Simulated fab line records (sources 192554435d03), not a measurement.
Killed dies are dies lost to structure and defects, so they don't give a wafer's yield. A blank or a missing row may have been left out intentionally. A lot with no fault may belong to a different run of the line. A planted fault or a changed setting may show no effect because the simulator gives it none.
Split-lot experiment | flow n5Finfet | on a route of 1938 steps: 7 lots, 21 wafers read

ABOUT THE SPLIT
At N5_GATE_CUT_DESCUM_18 (chemistry O2, time 7 s), the setting timeS was moved away from the recipe's 7 s on 8 of the 21 wafers read, by -14.2% to +15.6%. For the rest of the wafers, this setting stayed at what the recipe calls for.

The reading is taken at the split's own step.

THE READING
CAR-EUV_of_GATE_CUT_COAT_07.thkNm (the simulator's own value, which no gauge read), in nm, at N5_GATE_CUT_DESCUM_18 (chemistry O2, time 7 s). There is no usual value for it anywhere in the file. Here, 13 wafers ran the recipe; their average is 26.1 nm with a standard deviation of 0.12 nm.

wafer  | tool, chamber at the split | timeS as run, s | against the recipe | CAR-EUV_of_GATE_CUT_COAT_07.thkNm, nm | against lot-mates on the recipe
L077.4 | rieDiel-02, 3              | 7               | recipe             | 26.2                                  | -
L077.5 | rieDiel-02, 2              | 7               | recipe             | 26                                    | -
L077.6 | rieDiel-02, 3              | 7               | recipe             | 26.2                                  | -
L078.1 | rieDiel-06, 0              | 7               | recipe             | 26                                    | -
L078.4 | rieDiel-06, 1              | 7               | recipe             | 26                                    | -
L078.5 | rieDiel-06, 2              | 7               | recipe             | 26                                    | -
L080.2 | rieDiel-01, 2              | 7.529           | +7.6%              | 25.8                                  | -0.2
L080.3 | rieDiel-01, 2              | 7               | recipe             | 26                                    | -
L080.5 | rieDiel-01, 3              | 7.529           | +7.6%              | 25.8                                  | -0.2
L084.2 | rieDiel-06, 2              | 7               | recipe             | 26.2                                  | -
L084.4 | rieDiel-06, 1              | 6.459           | -7.7%              | 26.6                                  | +0.3
L084.6 | rieDiel-06, 0              | 7               | recipe             | 26.4                                  | -
L087.1 | rieDiel-06, 2              | 7               | recipe             | 26                                    | -
L087.2 | rieDiel-06, 0              | 6.308           | -9.9%              | 26.4                                  | +0.4
L087.3 | rieDiel-06, 1              | 6.308           | -9.9%              | 26.6                                  | +0.6
L088.1 | rieDiel-06, 3              | 6.005           | -14.2%             | 26.6                                  | +0.6
L088.2 | rieDiel-06, 2              | 7               | recipe             | 26                                    | -
L088.6 | rieDiel-06, 1              | 7               | recipe             | 26                                    | -
L094.2 | rieDiel-01, 2              | 7               | recipe             | 26                                    | -
L094.3 | rieDiel-01, 0              | 8.091           | +15.6%             | 25.6                                  | -0.4
L094.5 | rieDiel-01, 0              | 8.091           | +15.6%             | 25.6                                  | -0.4

FIT RESULTS
A straight line over all 21 wafers: CAR-EUV_of_GATE_CUT_COAT_07.thkNm changes by -0.0369 nm for each +1% of timeS; r = -0.91; the points scatter about the line by 0.12 nm.
The same after taking each lot's own level away (the mean of its wafers on the recipe; 21 wafers): -0.0344 nm for each +1%; r = -0.95; scatter 0.086 nm.
Per that fit: largest timeS move, reading shift of 0.54 nm.
From 26.00 to 26.30 nm: that is the span of the lots' own levels, equal to 2.4 times the standard deviation above.
So the lot-to-lot level changes the slope little: the two slopes agree.
Check: with one of the wafers moved furthest among these (+15.6%) left out of the fit, the line predicts -0.532 nm for it against its lot-mates. Against them it came out at -0.4 nm.

FILE'S OWN FIT
CAR-EUV_of_GATE_CUT_COAT_07.thkNm changes by -0.0357 nm for each +1% of timeS, r = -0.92.
